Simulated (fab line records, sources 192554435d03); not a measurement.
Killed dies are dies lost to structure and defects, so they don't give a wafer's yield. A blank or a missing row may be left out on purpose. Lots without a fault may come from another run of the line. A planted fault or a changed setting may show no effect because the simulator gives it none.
fab line records | flow n5_finfet
record lots=7 wafers=21
route steps=1938 shown WELL_APT@21 PMOS_HMC_CHANNEL_EPI@58 FIN_CUT@160 SD_EPI_N@268
start_h: hours from the record's first day to the start of the lot's first wafer shown | wait_h: hours since the lot's step before | " the same as in the row above | L1.1+2: a row that stands for several wafers | - no value, or no start given | * or withheld: withheld | < > ~ a bound
route shown NAME@n: a module of which the file shows steps, and the number in the route of the first | usual: mean/standard deviation of fault-free wafers | same: alike in all rows | chamber/n: place in a boat | sites: the reading at each site | _std_site: their standard deviation | _edge_site: outer sites' mean less inner sites' | radius_mm: how far each site lies from the wafer's centre | mask NAME#n: copy n | behind: the tool/chamber that last shaped the wafer | hold: why the lot was held/for how many hours/how that ended | device: the transistor (n, p or np) that didn't switch | end of line: the same wafers' tests at the end of the route | a step without rows: its recipe alone | killed: dies lost to structure and defects at the first sort, not the wafer's yield | map: a wafer's dies, x killed, . not, _ none there
set.NAME: the setting as run; set.NAME@STEP: as run at that earlier step | model.NAME: the simulator's own value behind a step, which no gauge read
lots whose settings were changed on purpose; a table a step, a row a wafer
## steps
# step N5_WELL_APT_COAT_02
# recipe spin_rpm=1357 resist_thk_nm=950
# columns lot.wafer tool chamber start_h wait_h set.spin_rpm model.coat_of_WELL_APT_COAT_02.thk_nm
L074.1 litho_track-02 0 - - 1357 943.1
L074.3 " 0 " " 1357 950.5
L074.5 " 0 " " 1357 947.6
L075.3 litho_track-02 0 - - 1455 920.6
L075.4 " 0 " " 1455 921.4
L075.5 " 0 " " 1455 919.2
L082.2 litho_track-03 0 - - 1227 1001
L082.3 " 0 " " 1227 998.9
L082.4 " 0 " " 1357 949.5
L087.1 litho_track-02 0 - - 1280 974.8
L087.4 " 0 " " 1357 949.2
L087.5 " 0 " " 1357 948.5
L090.2 litho_track-01 0 - - 1407 931.4
L090.3 " 0 " " 1407 930.2
L090.4 " 0 " " 1407 931.3
L094.3 litho_track-03 0 - - 1357 947.9
L094.4 " 0 " " 1357 950.5
L094.5 " 0 " " 1357 951.5
L097.1 litho_track-01 0 - - 1357 952.5
L097.2 " 0 " " 1357 952.3
L097.4 " 0 " " 1357 951.1
# step N5_PMOS_HMC_CHANNEL_EPI_COAT_31
# recipe resist=BARC temp_c=205 time_s=60 spin_rpm=1500 resist_thk_nm=66
# columns lot.wafer tool chamber start_h wait_h set.spin_rpm model.BARC_of_PMOS_HMC_CHANNEL_EPI_COAT_31.thk_nm
L074.1 litho_track-03 0 17.01 0.0 1500 65.86
L074.3 " 0 " " 1398 68.13
L074.5 " 0 " " 1398 68.28
L075.3 litho_track-04 0 22.79 0.0 1500 66.06
L075.4 " 0 " " 1598 63.91
L075.5 " 0 " " 1500 66.26
L082.2 litho_track-03 0 64.66 0.1 1500 65.9
L082.3 " 0 " " 1626 63.49
L082.4 " 0 " " 1500 65.97
L087.1 litho_track-05 0 97.26 0.0 1394 68.37
L087.4 " 0 " " 1500 66.02
L087.5 " 0 " " 1500 66.09
L090.2 litho_track-04 0 112.89 0.0 1500 66.28
L090.3 " 0 " " 1579 64.47
L090.4 " 0 " " 1579 64.58
L094.3+5 litho_track-03 0 137.47 0.0 1500 66.18
L094.4 " 0 " " 1500 66.09
L097.1 litho_track-05 0 154.78 0.0 1500 66.1
L097.2 " 0 " " 1500 65.9
L097.4 " 0 " " 1500 65.97
# step N5_PMOS_HMC_CHANNEL_EPI_DESCUM_14
# recipe chemistry=O2 time_s=7.9 source_power_w=50 bias_power_w=20 pressure_mtorr=20 rf_frequency_hz=2.712e+07 temp_c=40 resist=CAR-ArF-block o2_flow_sccm=225
# columns lot.wafer tool chamber start_h wait_h set.time_s
L074.1+5 rie_diel-03 0,2 17.37 0.1 7.246
L074.3 " 2 " " 7.9
L075.3+4 rie_diel-03 1,2 23.22 0.0 7.9
L075.5 " 1 " " 6.868
L082.2+3 rie_diel-03 1,3 65.64 0.6 7.121
L082.4 " 0 " " 7.9
L087.1+4 rie_diel-04 1,2 97.87 0.2 7.9
L087.5 " 1 " " 8.908
L090.2+3 rie_diel-06 1,2 113.33 0.0 9.584
L090.4 " 0 " " 7.9
L094.3+4+5 rie_diel-04 2,3,2 138.00 0.1 7.9
L097.1+2 rie_diel-03 1,0 155.22 0.0 7.9
L097.4 " 0 " " 6.707
# step N5_PMOS_HMC_CHANNEL_EPI_ETCH_32
# recipe chemistry=N2/H2 target=BARC stop_on=SiO2 target_depth_a=858 over_etch_frac=0.3 time_s=50.3 ion_energy_ev=200 mask_material=CAR-ArF-block pressure_mtorr=30 source_w=840 bias_w=150 n2_flow_sccm=200 h2_flow_sccm=200
# columns lot.wafer tool chamber start_h wait_h set.spin_rpm@PMOS_HMC_CHANNEL_EPI_COAT_31 model.etch.depth_nm
L074.1 rie_diel-03 0 17.41 0.0 1500 65.86
L074.3 " 2 " " 1398 68.13
L074.5 " 2 " " 1398 68.28
L075.3 rie_diel-03 1 23.26 0.0 1500 66.06
L075.4 " 2 " " 1598 63.91
L075.5 " 1 " " 1500 66.26
L082.2 rie_diel-03 1 65.67 0.0 1500 65.9
L082.3 " 3 " " 1626 63.49
L082.4 " 0 " " 1500 65.97
L087.1 rie_diel-04 1 97.91 0.0 1394 68.37
L087.4 " 2 " " 1500 66.02
L087.5 " 1 " " 1500 66.09
L090.2 rie_diel-06 1 113.37 0.0 1500 66.28
L090.3 " 2 " " 1579 64.47
L090.4 " 0 " " 1579 64.58
L094.3+5 rie_diel-04 2 138.03 0.0 1500 66.18
L094.4 " 3 " " 1500 66.09
L097.1 rie_diel-03 1 155.26 0.0 1500 66.1
L097.2 " 0 " " 1500 65.9
L097.4 " 0 " " 1500 65.97
# step N5_FIN_CUT_EXPOSE_05
# recipe mask_id=FIN_CUT na=0.33 source_shape=annular sigma_inner=0.35 sigma_outer=0.8 polarization=unpolarized dose_mj=45.75
# columns lot.wafer tool chamber start_h wait_h mask set.dose_mj
L074.1+3+5 euv_scanner-02 0 27.17 - FIN_CUT#0 45.75
L075.3 euv_scanner-01 0 32.19 - FIN_CUT#0 45.75
L075.4+5 " 0 " " FIN_CUT#0 48.7
L082.2+3 euv_scanner-01 0 75.24 - FIN_CUT#0 45.75
L082.4 " 0 " " FIN_CUT#0 47.36
L087.1+4+5 euv_scanner-01 0 107.24 - FIN_CUT#0 45.75
L090.2 euv_scanner-01 0 122.65 - FIN_CUT#0 45.75
L090.3+4 " 0 " " FIN_CUT#0 48.75
L094.3+4+5 euv_scanner-02 0 147.67 - FIN_CUT#0 45.75
L097.1+2+4 euv_scanner-01 0 165.01 - FIN_CUT#0 46.75
# step N5_FIN_CUT_PEB_06
# recipe peb_temp_c=100 peb_time_s=60 resist=CAR-EUV
# step N5_FIN_CUT_DEVELOP_07
# recipe develop_time_s=30 developer=TMAH resist=CAR-EUV rinse_liquid=surfactant_rinse dry=air_spin dev_temp_c=23
# step N5_FIN_CUT_CD_MEAS_08
# recipe target_cd_nm=29.1 landing_energy_ev=500 detector=se_inlens polarity=opening
# usual cd_nm=29.05/0.25
# columns lot.wafer tool chamber start_h wait_h set.dose_mj@FIN_CUT_EXPOSE_05 cd_nm
L074.1 cd_sem-02 0 27.30 - 45.75 28.66
L074.3 " 0 " " 45.75 29.10
L074.5 " 0 " " 45.75 28.65
L075.3 cd_sem-02 0 32.32 - 45.75 28.87
L075.4 " 0 " " 48.7 30.01
L075.5 " 0 " " 48.7 29.87
L082.2 cd_sem-02 0 75.37 - 45.75 28.81
L082.3 " 0 " " 45.75 29.08
L082.4 " 0 " " 47.36 29.87
L087.1 cd_sem-01 0 107.37 - 45.75 29.47
L087.4 " 0 " " 45.75 28.88
L087.5 " 0 " " 45.75 29.14
L090.2 cd_sem-02 0 122.78 - 45.75 29.09
L090.3 " 0 " " 48.75 29.83
L090.4 " 0 " " 48.75 29.86
L094.3 cd_sem-02 0 147.79 - 45.75 29.24
L094.4 " 0 " " 45.75 29.53
L094.5 " 0 " " 45.75 29.29
L097.1 cd_sem-03 0 165.14 - 46.75 29.45
L097.2 " 0 " " 46.75 29.51
L097.4 " 0 " " 46.75 29.28
# step N5_FIN_CUT_DESCUM_13
# recipe chemistry=O2 time_s=7 source_power_w=50 bias_power_w=20 pressure_mtorr=20 rf_frequency_hz=2.712e+07 temp_c=40 resist=CAR-EUV o2_flow_sccm=225
# step N5_FIN_CUT_ETCH_30
# recipe chemistry=N2/H2 target=underlayer target_depth_a=130 mask_material=CAR-EUV time_s=10.4 ion_energy_ev=200 pressure_mtorr=30 source_w=840 bias_w=150 n2_flow_sccm=200 h2_flow_sccm=200 ends=cleared
# columns lot.wafer tool chamber start_h wait_h set.dose_mj@FIN_CUT_EXPOSE_05 model.FIN_CUT.cd_offset_nm
L074.1+5 rie_diel-06 2,0 27.46 0.0 45.75 -0.4
L074.3 " 3 " " 45.75 -0.2
L075.3 rie_diel-03 0 32.47 0.0 45.75 -0.2
L075.4+5 " 1,0 " " 48.7 0.8
L082.2+3 rie_diel-04 3,2 75.53 0.0 45.75 0
L082.4 " 0 " " 47.36 0.8
L087.1 rie_diel-06 3 107.74 0.0 45.75 0.2
L087.4+5 " 0 " " 45.75 -0.4
L090.2 rie_diel-03 0 123.23 0.0 45.75 -0.4
L090.3+4 " 3 " " 48.75 0.8
L094.3+4+5 rie_diel-04 3,1,3 147.94 0.0 45.75 0.2
L097.1+2 rie_diel-03 3,0 165.30 0.0 46.75 0.2
L097.4 " 1 " " 46.75 0.4
# step N5_SD_EPI_N_PEB_07
# recipe peb_temp_c=110 peb_time_s=60 resist=CAR-ArF-block
# columns lot.wafer tool chamber start_h wait_h set.peb_time_s
L074.1+3+5 litho_track-01 0 50.43 0.1 60
L075.3+4+5 litho_track-01 0 53.96 0.0 60
L082.2+3+4 litho_track-01 0 96.41 0.0 60
L087.1+4 litho_track-03 0 128.53 0.1 47.01
L087.5 " 0 " " 60
L090.2+3 litho_track-02 0 145.76 0.0 60
L090.4 " 0 " " 63.76
L094.3+4+5 litho_track-01 0 168.66 0.0 60
L097.1+4 litho_track-01 0 190.04 0.1 60
L097.2 " 0 " " 49.82
# step N5_SD_EPI_N_DEVELOP_08
# recipe develop_time_s=30 developer=TMAH resist=CAR-ArF-block dev_temp_c=23 rinse_liquid=diw dry=air_spin
# columns lot.wafer tool chamber start_h wait_h set.develop_time_s
L074.1+5 litho_track-01 0 - - 30
L074.3 " 0 " " 23.64
L075.3+4+5 litho_track-01 0 - - 30
L082.2+4 litho_track-01 0 - - 34.19
L082.3 " 0 " " 30
L087.1+4+5 litho_track-03 0 - - 30
L090.2+3+4 litho_track-02 0 - - 30
L094.3+4+5 litho_track-01 0 - - 30
L097.1 litho_track-01 0 - - 30
L097.2+4 " 0 " " 33.66
# step N5_SD_EPI_N_CD_MEAS_09
# recipe target_cd_nm=120 landing_energy_ev=500 detector=se_inlens
# usual cd_nm=120.0/0.67
# columns lot.wafer tool chamber start_h wait_h set.peb_time_s@SD_EPI_N_PEB_07 cd_nm
L074.1 cd_sem-01 0 50.50 - 60 119.9
L074.3 " 0 " " 60 118.0
L074.5 " 0 " " 60 119.7
L075.3 cd_sem-01 0 54.03 - 60 119.6
L075.4 " 0 " " 60 119.5
L075.5 " 0 " " 60 118.8
L082.2 cd_sem-02 0 96.48 - 60 120.3
L082.3 " 0 " " 60 119.8
L082.4 " 0 " " 60 120.5
L087.1 cd_sem-03 0 128.60 - 47.01 111.7
L087.4 " 0 " " 47.01 110.6
L087.5 " 0 " " 60 120.5
L090.2 cd_sem-03 0 145.83 - 60 120.1
L090.3 " 0 " " 60 119.8
L090.4 " 0 " " 63.76 121.9
L094.3 cd_sem-02 0 168.73 - 60 120.5
L094.4 " 0 " " 60 121.2
L094.5 " 0 " " 60 120.1
L097.1 cd_sem-03 0 190.11 - 60 119.9
L097.2 " 0 " " 49.82 113.1
L097.4 " 0 " " 60 120.8
# step N5_SD_EPI_N_DESCUM_14
# recipe chemistry=O2 time_s=7.9 source_power_w=50 bias_power_w=20 pressure_mtorr=20 rf_frequency_hz=2.712e+07 temp_c=40 resist=CAR-ArF-block o2_flow_sccm=225
# columns lot.wafer tool chamber start_h wait_h set.peb_time_s@SD_EPI_N_PEB_07 model.SD_EPI_N.cd_nm
L074.1+5 rie_diel-05 3,1 50.59 0.0 60 119.6
L074.3 " 2 " " 60 118
L075.3 rie_diel-01 0 54.12 0.0 60 119.4
L075.4 " 2 " " 60 119.2
L075.5 " 3 " " 60 119
L082.2 rie_diel-05 2 96.87 0.3 60 120.8
L082.3 " 3 " " 60 119.8
L082.4 " 0 " " 60 120.2
L087.1 rie_diel-05 2 128.69 0.0 47.01 111.8
L087.4 " 3 " " 47.01 110.6
L087.5 " 3 " " 60 119.8
L090.2 rie_diel-01 3 145.91 0.0 60 119.4
L090.3 " 0 " " 60 119.6
L090.4 " 1 " " 63.76 122
L094.3 rie_diel-02 1 169.11 0.3 60 120.4
L094.4 " 3 " " 60 121.2
L094.5 " 2 " " 60 120.2
L097.1 rie_diel-02 0 190.20 0.0 60 119.6
L097.2 " 2 " " 49.82 113.4
L097.4 " 2 " " 60 120.6
# step N5_SD_EPI_N_ETCH_34
# recipe chemistry=CF4 target=SiARC target_depth_a=455 mask_material=CAR-ArF-block time_s=75.8 ion_energy_ev=80 pressure_mtorr=40 source_w=545 bias_w=36 Ar_flow_sccm=100 cf4_flow_sccm=100 ends=cleared
# step N5_SD_EPI_N_ETCH_35
# recipe chemistry=N2/H2 target=SOC overetch_a=1080 mask_material=SiARC temp_c=40 ion_energy_ev=100 source_w=3000 bias_w=133 pressure_mtorr=20 time_s=486 n2_flow_sccm=200 h2_flow_sccm=200
# columns lot.wafer tool chamber start_h wait_h set.peb_time_s@SD_EPI_N_PEB_07 model.SD_EPI_N.cd_nm
L074.1 rie_diel-05 3 50.68 0.0 60 120
L074.3 " 2 " " 60 116.4
L074.5 " 1 " " 60 119.8
L075.3+5 rie_diel-01 0,3 54.21 0.0 60 119
L075.4 " 2 " " 60 118.4
L082.2 rie_diel-05 2 96.97 0.0 60 119.8
L082.3 " 3 " " 60 122.2
L082.4 " 0 " " 60 120.6
L087.1 rie_diel-05 2 128.78 0.0 47.01 110.8
L087.4 " 3 " " 47.01 111.4
L087.5 " 3 " " 60 119.2
L090.2 rie_diel-01 3 146.00 0.0 60 120
L090.3 " 0 " " 60 120.4
L090.4 " 1 " " 63.76 123.6
L094.3 rie_diel-02 1 169.20 0.0 60 120.6
L094.4 " 3 " " 60 121
L094.5 " 2 " " 60 121.2
L097.1 rie_diel-02 0 190.29 0.0 60 118.6
L097.2 " 2 " " 49.82 114.4
L097.4 " 2 " " 60 121.4
# step N5_SD_EPI_N_STRIP_36
# recipe chemistry=N2/H2 temp_c=40 n2_flow_sccm=200 h2_flow_sccm=200 rf_frequency_hz=6e+07
# step N5_SD_EPI_N_ETCHBACK_44
# recipe chemistry=CH3F/O2 mode=anisotropic_etchback target=SiNx target_depth_a=145 stop_on=SiO2 over_etch_frac=0.3 ion_energy_ev=120 pressure_mtorr=30 source_w=395 bias_w=73 Ar_flow_sccm=150 CH3F_flow_sccm=30 O2_flow_sccm=20
# columns lot.wafer tool chamber start_h wait_h set.peb_time_s@SD_EPI_N_PEB_07 model.SD_EPI_N.cd_nm
L074.1+5 rie_diel-05 3,1 51.00 0.0 60 119.8
L074.3 " 2 " " 60 116.4
L075.3 rie_diel-01 0 54.53 0.0 60 119
L075.4 " 2 " " 60 118.2
L075.5 " 3 " " 60 118.8
L082.2 rie_diel-05 2 97.29 0.0 60 119.8
L082.3 " 3 " " 60 122.2
L082.4 " 0 " " 60 120.6
L087.1 rie_diel-05 2 129.10 0.0 47.01 110.8
L087.4 " 3 " " 47.01 111.2
L087.5 " 3 " " 60 119.2
L090.2 rie_diel-01 3 146.33 0.0 60 120
L090.3 " 0 " " 60 120.4
L090.4 " 1 " " 63.76 123.6
L094.3 rie_diel-02 1 169.52 0.0 60 120.4
L094.4 " 3 " " 60 121
L094.5 " 2 " " 60 121.2
L097.1 rie_diel-02 0 190.62 0.0 60 118.6
L097.2 " 2 " " 49.82 114.6
L097.4 " 2 " " 60 121.4
## key
split step=N5_WELL_APT_COAT_02 setting=spin_rpm stated=1357 by=wafer
response step=N5_WELL_APT_COAT_02 reading=model.coat_of_WELL_APT_COAT_02.thk_nm change=-5.09 per=1% r=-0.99
split step=N5_PMOS_HMC_CHANNEL_EPI_COAT_31 setting=spin_rpm stated=1500 by=wafer
response step=N5_PMOS_HMC_CHANNEL_EPI_COAT_31 reading=model.BARC_of_PMOS_HMC_CHANNEL_EPI_COAT_31.thk_nm change=-0.324 per=1% r=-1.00
response step=N5_PMOS_HMC_CHANNEL_EPI_ETCH_32 reading=model.etch.depth_nm change=-0.324 per=1% r=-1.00
split step=N5_PMOS_HMC_CHANNEL_EPI_DESCUM_14 setting=time_s stated=7.9 by=wafer
response none clear
split step=N5_FIN_CUT_EXPOSE_05 setting=dose_mj stated=45.75 by=wafer
response step=N5_FIN_CUT_CD_MEAS_08 reading=cd_nm change=+0.156 per=1% r=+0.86
response step=N5_FIN_CUT_ETCH_30 reading=model.FIN_CUT.cd_offset_nm change=+0.177 per=1% r=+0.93
split step=N5_SD_EPI_N_PEB_07 setting=peb_time_s stated=60 by=wafer
response step=N5_SD_EPI_N_CD_MEAS_09 reading=cd_nm change=+0.425 per=1% r=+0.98
response step=N5_SD_EPI_N_DESCUM_14 reading=model.SD_EPI_N.cd_nm change=+0.396 per=1% r=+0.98
response step=N5_SD_EPI_N_ETCH_35 reading=model.SD_EPI_N.cd_nm change=+0.367 per=1% r=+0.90
response step=N5_SD_EPI_N_ETCHBACK_44 reading=model.SD_EPI_N.cd_nm change=+0.365 per=1% r=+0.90
split step=N5_SD_EPI_N_DEVELOP_08 setting=develop_time_s stated=30 by=wafer
response none clear
